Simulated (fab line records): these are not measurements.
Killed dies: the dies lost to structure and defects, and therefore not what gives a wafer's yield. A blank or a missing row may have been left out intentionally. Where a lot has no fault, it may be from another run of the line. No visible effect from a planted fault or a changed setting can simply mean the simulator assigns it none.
fab line records	flow nandHarc
record: lots: 7	wafers: 18	lastDay: 33
route steps=1302 shown A_CHANNEL_FILL_D2@616 END@1302
lots untouched by any fault: they come from a run of this same line in which no faults occurred
startH: hours from the record's first day to the start of the lot's first wafer shown	waitH: hours elapsed since this lot's preceding step	" identical to the entry in the row above	L1.1+2: a single row standing in for several wafers	- value missing, or start not given	* or withheld: withheld	< > ~ a bound
route shown NAME@n: a module of which the file shows steps, and the number in the route of the first	usual: average and standard deviation across the fault-free wafers	same: alike in all rows	chamber/n: place in a boat	sites: each site's reading	_std_site: their standard deviation	_edge_site: outer sites' mean less inner sites'	radiusMm: for every site, how far away it sits from the centre of the wafer	mask NAME#n: copy n	behind: the most recent tool/chamber to have shaped the wafer	hold: why the lot was held/for how many hours/how that ended	device: names the non-switching transistor (n, p or np)	end of line: the tests these same wafers got at the end of their route	for a step that has no rows: nothing shown but its recipe	killed: not the wafer's yield, but the dies lost to structure and defects at the first sort	map: a wafer's dies, marking killed ones x, the rest . and places with no die _
set.NAME: the setting that was run; set.NAME@STEP: the one run at that earlier step	model.NAME: the simulator's own value behind a step, which no gauge read
lots at some steps of the route; a table a step, a row a wafer
services: the hour from which a tool's chamber was out of use, counted from the record's first day as startH (under 0 if before that day), plus the number of hours and why
== steps ==
step: NHARC_A_CHANNEL_FILL_D2_ALD_16
recipe: targetThkA: 15	pulseTimeS: 10	aldCycles: 15	tempC: 300	material: SiO2
usual: heaterPowerW: 492/50	precursorPulseHeightRel: 1.002/0.017
lot.wafer	tool	chamber	startH	waitH	heaterPowerW	precursorPulseHeightRel
L458.1	aldHk-04	1	363.64	0.1	465	1.032
L458.3	"	2	"	"	452	1.044
L458.6	"	2	"	"	446	0.988
L459.2	aldHk-04	0	367.18	0.1	604	0.996
L459.1	"	2	"	"	456	0.959
L459.5	"	3	"	"	467	0.969
L468.4	aldHk-02	2	467.93	0.1	458	0.994
L468.6	"	1	"	"	487	0.997
L471.3	aldHk-01	1	488.62	2.6	515	0.999
L471.6	"	2	"	"	452	0.996
L472.4	aldHk-02	3	497.04	2.4	508	0.996
L472.6	"	0	"	"	530	0.994
L473.2	aldHk-01	0	519.15	0.1	471	1.025
L473.3	"	2	"	"	460	1.005
L473.6	"	0	"	"	458	0.980
L475.4	aldHk-01	3	539.07	1.2	434	0.991
L475.6	"	0	"	"	467	0.971
L475.5	"	1	"	"	517	0.995
step: NHARC_A_CHANNEL_FILL_D2_ANNEAL_17
recipe: tempC: 850	timeS: 1800
step: NHARC_A_CHANNEL_FILL_D2_CVD_18
recipe: targetThkA: 30	tempC: 550	material: poly-Si
step: NHARC_A_CHANNEL_FILL_D2_ETCHBACK_19
recipe: targetDepthA: 50	timeS: 1.7	hbrFlowSccm: 150	cl2FlowSccm: 50	rfW: 400	icpW: 400	biasW: 100	chemistry: HBr/Cl2
usual: drypumpMotorCurrentA: 5.5/0.4	oesProductAu: 1.005/0.013	throttleValvePct: 26.406/0.0085
lot.wafer	tool	chamber	startH	waitH	drypumpMotorCurrentA	oesProductAu	rfHoursCounterH	throttleValvePct
L458.1	rieSi-02	0	375.37	0.4	4.9	1.004	0.5	26.394
L458.3	"	1	"	"	5.2	0.986	0.6	26.429
L458.6	"	2	"	"	5.5	1.011	-	26.406
L459.1	rieSi-03	2	381.43	0.4	5.2	1.010	1.1	26.416
L459.2	"	3	"	"	6.2	1.015	0.9	26.411
L459.5	"	1	"	"	5.7	1.000	-	26.410
L468.4	rieSi-02	0	480.20	0.4	4.9	1.002	0.1	26.422
L468.6	"	0	"	"	4.9	1.004	-	26.402
L471.3	rieSi-03	0	501.44	0.4	5.7	1.018	0.5	26.405
L471.6	"	3	"	"	6.2	1.022	-	26.411
L472.4	rieSi-05	1	508.52	0.4	4.9	1.004	0.1	26.410
L472.6	"	2	"	"	5.8	1.007	-	26.397
L473.2	rieSi-03	2	533.11	0.4	5.2	1.005	0.8	26.407
L473.3	"	0	"	"	5.7	1.015	0.7	26.414
L473.6	"	2	"	"	5.2	1.000	-	26.402
L475.4	rieSi-02	3	550.61	0.4	5.8	1.020	0.6	26.395
L475.5	"	2	"	"	5.5	1.003	-	26.406
L475.6	"	3	"	"	5.8	1.019	-	26.407
step: NHARC_A_CHANNEL_FILL_D2_ETCHBACK_20
recipe: targetDepthA: 270	timeS: 13.5	c4f8FlowSccm: withheld	o2FlowSccm: 8	arFlowSccm: withheld	rfW: 600	biasW: 1500	chemistry: C4F8/O2/Ar
usual: oesProductAu: 0.997/0.023	rfVppV: 975/5.7	runLengthS: 34.6/0.33
lot.wafer	tool	chamber	startH	waitH	oesProductAu	rfHoursCounterH	rfVppV	runLengthS
L458.3	rieDiel-05	2	375.47	-	0.992	3	969	34.6
L458.1	"	1	"	"	0.998	4	978	34.0
L458.6	"	2	"	"	0.991	-	969	34.7
L459.2	rieDiel-13	2	381.55	-	0.972	1	985	34.4
L459.1	"	1	"	"	1.003	1	984	34.8
L459.5	"	2	"	"	0.973	-	984	34.2
L468.4	rieDiel-13	1	480.33	-	1.000	4	985	35.0
L468.6	"	3	"	"	0.995	-	972	34.7
L471.3	rieDiel-05	2	501.59	-	1.004	2	970	34.8
L471.6	"	3	"	"	1.009	-	980	34.2
L472.4	rieDiel-05	1	508.64	-	1.010	2	976	34.6
L472.6	"	3	"	"	1.013	-	979	34.4
L473.3	rieDiel-03	2	533.24	-	0.987	11	968	34.7
L473.2	"	1	"	"	0.997	12	981	35.2
L473.6	"	2	"	"	0.987	-	968	34.7
L475.4	rieDiel-05	0	550.76	-	0.996	3	971	34.8
L475.6	"	1	"	"	1.018	-	977	34.3
L475.5	"	2	"	"	1.009	-	969	34.7
step: NHARC_A_CHANNEL_FILL_D2_STRIP_28
recipe: timeS: 20	o2FlowSccm: 500	arFlowSccm: 0	biasW: 0	chemistry: O2
step: NHARC_A_CHANNEL_FILL_D2_PRECLEAN_21
recipe: timeS: 30	chemistry: dHF
step: NHARC_A_CHANNEL_FILL_D2_SRD_23
step: NHARC_A_CHANNEL_FILL_D2_CVD_05
recipe: targetThkA: 50	tempC: 550	material: poly-Si
step: NHARC_A_CHANNEL_FILL_D2_ANNEAL_22
recipe: tempC: 620	timeS: 7200
step: NHARC_A_CHANNEL_FILL_D2_ALD_25
recipe: targetThkA: 600	pulseTimeS: 10	aldCycles: 600	tempC: 300	material: SiOx
usual: heaterPowerW: 491/47	precursorPulseHeightRel: 1.002/0.021
lot.wafer	tool	chamber	startH	waitH	heaterPowerW	precursorPulseHeightRel
L458.3	aldHk-01	2	387.67	0.7	447	0.997
L458.1	"	0	388.93	2.0	478	0.952
L458.6	"	2	390.20	3.2	442	1.032
L459.2	aldHk-04	1	394.23	0.7	465	0.977
L459.1	"	3	395.46	1.9	447	0.977
L459.5	"	0	"	"	602	1.001
L468.4	aldHk-04	1	495.19	1.9	449	0.990
L468.6	"	0	497.02	3.7	555	1.010
L471.3	aldHk-01	2	513.31	0.1	451	1.006
L471.6	"	2	515.76	2.5	457	1.027
L472.4	aldHk-04	0	521.32	1.3	565	0.991
L472.6	"	2	522.56	2.5	465	0.971
L473.2	aldHk-04	1	545.80	1.3	461	0.999
L473.3	"	2	"	"	459	0.995
L473.6	"	0	547.65	3.1	549	0.979
L475.4	aldHk-02	1	562.27	0.0	533	0.965
L475.6	"	1	564.75	2.5	524	0.983
L475.5	"	2	"	"	453	1.042
step: NHARC_A_CHANNEL_FILL_D2_ETCHBACK_08
recipe: targetDepthA: 2200	timeS: 110	c4f8FlowSccm: 20	arFlowSccm: withheld	rfW: 600	biasW: 300	chemistry: C4F8
usual: oesProductAu: 0.98/0.034	rfVppV: 439.7/2.7	runLengthS: 131.3/0.43
lot.wafer	tool	chamber	startH	waitH	oesProductAu	rfHoursCounterH	rfVppV	runLengthS
L458.3	rieDiel-13	2	392.68	-	0.99	1	443.6	130.6
L458.1	"	3	"	"	1.00	1	438.2	131.3
L458.6	"	2	"	"	0.99	-	443.9	130.6
L459.1	rieDiel-05	1	399.19	-	1.01	4	439.4	130.7
L459.2	"	2	"	"	1.01	4	436.9	131.6
L459.5	"	1	"	"	1.00	-	440.3	130.5
L468.4	rieDiel-05	3	499.54	-	1.01	2	441.2	179.1
L468.6	"	1	"	"	1.01	-	441.0	130.8
L471.3	rieDiel-05	3	518.89	-	0.94	2	440.6	179.7
L471.6	"	1	"	"	0.93	-	440.9	130.7
L472.6	rieDiel-05	1	525.70	-	0.94	-	441.8	130.9
L472.4	"	0	"	"	0.93	-	437.0	179.9
L473.2	rieDiel-13	0	550.13	-	0.99	1	437.8	131.4
L473.3	"	1	"	"	1.01	1	443.6	131.7
L473.6	"	1	"	"	1.01	-	443.7	131.4
L475.4	rieDiel-03	1	567.85	-	0.96	14	440.4	131.8
L475.5	"	0	"	"	0.96	-	435.7	131.5
L475.6	"	1	"	"	0.96	-	441.9	132.3
step: NHARC_A_CHANNEL_FILL_D2_STRIP_29
recipe: timeS: 20	o2FlowSccm: 500	arFlowSccm: 0	biasW: 0	chemistry: O2
usual: drypumpMotorCurrentA: 5.61/0.29	oesProductAu: 1.005/0.013	rfVppV: 57.6/0.9	showerheadPlenumPTorr: 3.47/0.15	throttleValvePct: 17.035/0.0089
lot.wafer	tool	chamber	startH	waitH	drypumpMotorCurrentA	oesProductAu	rfHoursCounterH	rfVppV	showerheadPlenumPTorr	throttleValvePct
L458.1	rieDiel-13	0	-	-	5.81	1.014	1	57.6	3.39	17.032
L458.3	"	1	"	"	5.21	1.023	1	56.9	3.72	17.043
L458.6	"	3	"	"	6.09	1.024	-	57.2	3.39	17.031
L459.1	rieDiel-05	1	-	-	5.61	1.009	4	58.4	3.50	17.030
L459.2	"	2	"	"	5.75	1.005	4	55.4	3.31	17.034
L459.5	"	1	"	"	5.61	1.021	-	57.1	3.50	17.052
L468.4	rieDiel-05	0	-	-	5.50	0.995	2	56.9	3.38	17.027
L468.6	"	1	"	"	5.61	1.014	-	58.5	3.50	17.039
L471.3	rieDiel-05	2	-	-	5.72	1.028	3	55.4	3.31	17.044
L471.6	"	3	"	"	5.52	1.018	-	58.2	3.56	17.030
L472.6	rieDiel-05	1	525.84	0.1	5.59	1.010	-	58.5	3.50	17.036
L472.4	"	2	"	"	5.74	1.014	-	57.0	3.31	17.033
L473.3	rieDiel-13	3	-	-	6.17	1.003	1	58.5	3.38	17.030
L473.2	"	0	"	"	5.81	1.002	1	55.5	3.38	17.041
L473.6	"	3	"	"	6.15	1.009	-	57.1	3.38	17.047
L475.4	rieDiel-03	3	-	-	5.45	1.021	13	57.3	3.71	17.031
L475.6	"	3	"	"	5.45	1.018	-	58.1	3.71	17.037
L475.5	"	0	"	"	5.78	0.994	-	56.5	3.30	17.039
step: NHARC_END_SORT_01
recipe: tempC: 25
usual: killedAtArray: 59/21	killedAtOther: 1.0/1.1	killedAtPeriphery: 4.0/2.6	killedDies: 64/21	killedOpen: 3.2/1.7	killedShort: 2.5/1.5
same: grossDies: 677
lot.wafer	tool	chamber	startH	waitH	killedAtArray	killedAtOther	killedAtPeriphery	killedDies	killedOpen	killedShort
L458.1	prober-01	0	629.36	2.5	54	1	6	61	2	1
L458.3	prober-01	0	630.94	3.1	51	1	4	56	3	4
L458.6	prober-01	0	633.33	4.0	60	0	3	63	2	3
L459.1	prober-01	0	637.10	2.5	76	2	10	88	4	3
L459.2	prober-01	0	637.90	2.8	73	1	7	81	3	2
L459.5	prober-01	0	640.31	3.7	54	0	6	60	2	0
L468.6	prober-02	0	717.61	4.1	67	1	4	72	4	3
L471.3	prober-01	0	753.79	3.0	52	0	4	56	4	5
L471.6	prober-01	0	756.15	3.9	49	0	6	55	4	1
killed by level:class
L458.1 A_SLIT:chamberFilmFlake=29 A_CHANNEL_HOLE_D2:chamberFilmFlake=9 A_CONTACT:chamberFilmFlake=7 P_ZERO_WELL:chamberFilmFlake=3 A_M1:chamberFilmFlake=3 P_GATE:chamberFilmFlake=2 A_SGD_CUT:chamberFilmFlake=2 P_CONTACT:geometricParticle:open=1
L458.3 A_SLIT:chamberFilmFlake=24 A_CHANNEL_HOLE_D2:chamberFilmFlake=11 A_CONTACT:chamberFilmFlake=4 P_GATE:chamberFilmFlake=3 A_STAIRCASE:chamberFilmFlake=2 A_ONON_D1:geometricParticle:short=1 A_CHANNEL_HOLE_D1:geometricParticle:short=1 A_ONON_D2:geometricParticle:short=1
L458.6 A_SLIT:chamberFilmFlake=28 A_CHANNEL_HOLE_D2:chamberFilmFlake=9 A_CONTACT:chamberFilmFlake=6 A_STAIRCASE:chamberFilmFlake=4 A_M1:chamberFilmFlake=4 A_CHANNEL_HOLE_D1:chamberFilmFlake=3 A_WL_FILL:geometricParticle:short=2 P_BONDPAD:chamberFilmFlake=2
L459.1 A_CHANNEL_HOLE_D2:chamberFilmFlake=32 A_CHANNEL_HOLE_D1:chamberFilmFlake=30 P_CONTACT:chamberFilmFlake=6 A_SLIT:chamberFilmFlake=4 A_ONON_D2:geometricParticle:open=2 P_ZERO_WELL:chamberFilmFlake=2 A_WL_FILL:chamberFilmFlake=2 A_CONTACT:chamberFilmFlake=2
L459.2 A_CHANNEL_HOLE_D2:chamberFilmFlake=31 A_CHANNEL_HOLE_D1:chamberFilmFlake=30 P_CONTACT:chamberFilmFlake=7 A_STAIRCASE:chamberFilmFlake=2 A_CONTACT:chamberFilmFlake=2 A_ONON_D2:geometricParticle:open=1 A_CHANNEL_HOLE_D2:geometricParticle:short=1 A_CHANNEL_HOLE_D2:geometricParticle:open=1
L459.5 A_CHANNEL_HOLE_D1:chamberFilmFlake=26 A_CHANNEL_HOLE_D2:chamberFilmFlake=22 P_CONTACT:chamberFilmFlake=5 A_WL_FILL:chamberFilmFlake=4 P_M2:geometricParticle:open=1 A_CONTACT:geometricParticle:open=1 A_STAIRCASE:chamberFilmFlake=1
L468.6 A_SLIT:chamberFilmFlake=21 A_CHANNEL_HOLE_D1:chamberFilmFlake=16 A_CHANNEL_HOLE_D2:chamberFilmFlake=15 A_STAIRCASE:chamberFilmFlake=7 A_CHANNEL_FILL_D2:geometricParticle:short=2 A_CONTACT:chamberFilmFlake=2 P_CONTACT:geometricParticle:open=1 P_M0:geometricParticle:open=1
L471.3 A_CHANNEL_HOLE_D2:chamberFilmFlake=26 A_CHANNEL_HOLE_D1:chamberFilmFlake=9 A_CONTACT:chamberFilmFlake=6 A_SLIT:chamberFilmFlake=4 A_CHANNEL_FILL_D1:geometricParticle:open=2 P_M1:chamberFilmFlake=2 P_M0:geometricParticle:open=1 P_M0:geometricParticle:short=1
L471.6 A_CHANNEL_HOLE_D2:chamberFilmFlake=20 A_CHANNEL_HOLE_D1:chamberFilmFlake=9 A_SLIT:chamberFilmFlake=9 P_M1:chamberFilmFlake=3 A_CONTACT:chamberFilmFlake=3 A_SOURCE_PLATE:geometricParticle:open=2 A_STAIRCASE:chamberFilmFlake=2 P_M0:geometricParticle:short=1
== services ==
tool	chamber	startH	hours	kind
rieDiel-13	-	342.01	9.0	pm
rieDiel-05	2	347.69	13.8	repair
rieDiel-05	3	371.02	10.1	repair
rieDiel-03	2	380.36	22.7	repair
rieSi-03	1	387.33	1.4	repair
rieSi-03	-	398.00	9.0	pm
rieDiel-13	2	403.64	2.1	repair
rieDiel-05	-	406.60	9.0	pm
rieDiel-03	3	410.18	8.2	repair
rieDiel-03	1	432.46	7.4	repair
rieDiel-13	1	444.84	3.2	repair
rieDiel-03	2	455.68	12.0	repair
rieDiel-03	-	458.33	9.0	pm
rieDiel-13	2	459.38	3.2	repair
rieDiel-05	-	460.73	0.3	repair
aldHk-01	-	474.11	10.0	pm
rieDiel-05	0	486.35	10.1	repair
rieDiel-13	3	487.40	15.5	repair
rieDiel-13	2	503.20	3.3	repair
rieDiel-03	3	504.63	9.6	repair
rieDiel-13	-	519.01	9.0	pm
rieDiel-05	3	522.11	4.5	repair
rieDiel-13	1	539.78	3.1	repair
rieDiel-05	-	552.49	0.4	repair
== key ==
firstSign: step: NHARC_A_CHANNEL_FILL_D2_ETCHBACK_08	reading: runLengthS	direction: up	sigmas: 99+	usual: *	struck: *
effect none on later readings
metAt NHARC_A_CHANNEL_FILL_D2_ETCHBACK_08
struckWafers L468.4,L471.3,L472.4
testerLeftOut L468,L471,L472
onsetBetween 399.19 499.54
fault: kind: processParameterDrift	tool: rieDiel-05	chamber: -	onsetH: 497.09	steps: NHARC_A_CHANNEL_FILL_D2_ETCHBACK_08	channel: timeS	offset: *	shape: step	endH: 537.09	scope: struckWafersOnly	actsIn: *	stated: *
testerLeftOut: of these lots the tester's yield and bins aren't shown, on N5 and GAA mostly nor the transistor test; their killed dies are dies lost to structure and defects alone, not to doping, threshold or leakage, so they don't give the yield
